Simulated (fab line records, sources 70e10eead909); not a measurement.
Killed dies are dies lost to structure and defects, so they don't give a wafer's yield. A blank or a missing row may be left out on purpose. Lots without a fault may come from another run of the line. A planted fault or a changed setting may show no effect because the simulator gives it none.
A struck lot beside a sound one | flow nand_harc | 14 steps out of a route of 1302
Sound: wafers L941.2, L941.5, L941.6. Struck: wafers L934.1, L934.2, L934.3. The cause comes at the end.
At each step with rows: each side's tool, then ch and its chambers, then its first start. Under that, the readings that differ: sound wafers | struck wafers | difference of the means | sigmas: that difference in standard deviations of wafers without a fault.
alike: readings whose means differ by less than 2 such deviations, and words and numbers that are the same on both sides. not compared: withheld readings, readings that some wafer has no value for, bounds like >300 that may hide the same value, and numbers for which the record gives no deviation and whose values overlap.
The two part at a step that has a row with sigmas, a row that says differs or no value, or rows on one side only. Numbers that don't overlap but have no deviation are shown without sigmas and don't part them. A reading that every wafer of one side lacks parts them only if that side has two wafers or more.

NHARC_P_CONTACT_CVD_23: deposits W, target thk 200 nm, time 557 s.
  sound on cvd_w-02 ch 0,1; struck on cvd_w-01 ch 0,1
  alike: heater_power_w, mfc_wf6_sccm, throttle_valve_pct
NHARC_P_CONTACT_CMP_24: polishes, t overpolish 30 s, target thk 200 nm.
  sound on cmp-04 ch 1,2, day 11 22:19; struck on cmp-04 ch 0,1,2, day 8 14:57
  alike: motor_current_A, overpolish_run_s, time_to_endpoint_s
then, 1 step without rows for these wafers: NHARC_P_CONTACT_SRD_26.
NHARC_P_CONTACT_INSPECT_27:
  sound on defect_inspect-02, day 11 22:44; struck on defect_inspect-01, day 8 15:21
  alike: raw_defect_count
then, 7 steps without rows for these wafers: NHARC_P_M0_DEP_00 (deposits SiOC, target thk 150 nm); NHARC_P_M0_DEHYDRATE_01 (time 120 s); NHARC_P_M0_HMDS_02 (time 30 s); NHARC_P_M0_COAT_33 (time 65 s); NHARC_P_M0_COAT_03 (resist thk 90 nm); NHARC_P_M0_SOFTBAKE_04 (time 55 s); NHARC_P_M0_EBR_05.
NHARC_P_M0_EXPOSE_06: exposes mask P M0, target cd 90 nm.
  sound on arfi_scanner-02 ch 0, day 11 23:31; struck on arfi_scanner-03 ch 0, day 8 15:59
  reading              | sound             | struck            | difference | sigmas
  exposure_dose_mJ_cm2 | 81.11 81.20 81.09 | 78.96 79.07 79.03 | -2.11      | -14
  alike: mask, reticle_temp_C
then, 1 step without rows for these wafers: NHARC_P_M0_PEB_07 (peb time 65 s).
-- the record jumps here: 18 days lie between the struck wafers' starts before and after (it left off in module P_M0 and takes up again in module END, whose first step shown is number 1302 of the route) --
NHARC_END_SORT_01:
  sound on prober-01 ch 0, day 29 20:13; struck on prober-02 ch 0, day 26 20:55
  alike: defect_limited_yield, killed_at_array, killed_at_other, killed_at_periphery, killed_dies, killed_open, killed_short, sort_bin_2_pct, sort_bin_3_pct, sort_bin_4_pct, sort_n_pass, sort_rim_yield_pct, sort_yield_pct

WHERE THEY PART
Only at NHARC_P_M0_EXPOSE_06, within this record. Later steps at which nothing parts them and some readings are alike: NHARC_END_SORT_01.

WHY: what the simulator had put in
Process parameter drift: arfi_scanner-03, from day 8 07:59 on, at NHARC_P_M0_EXPOSE_06. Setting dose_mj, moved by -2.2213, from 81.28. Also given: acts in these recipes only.
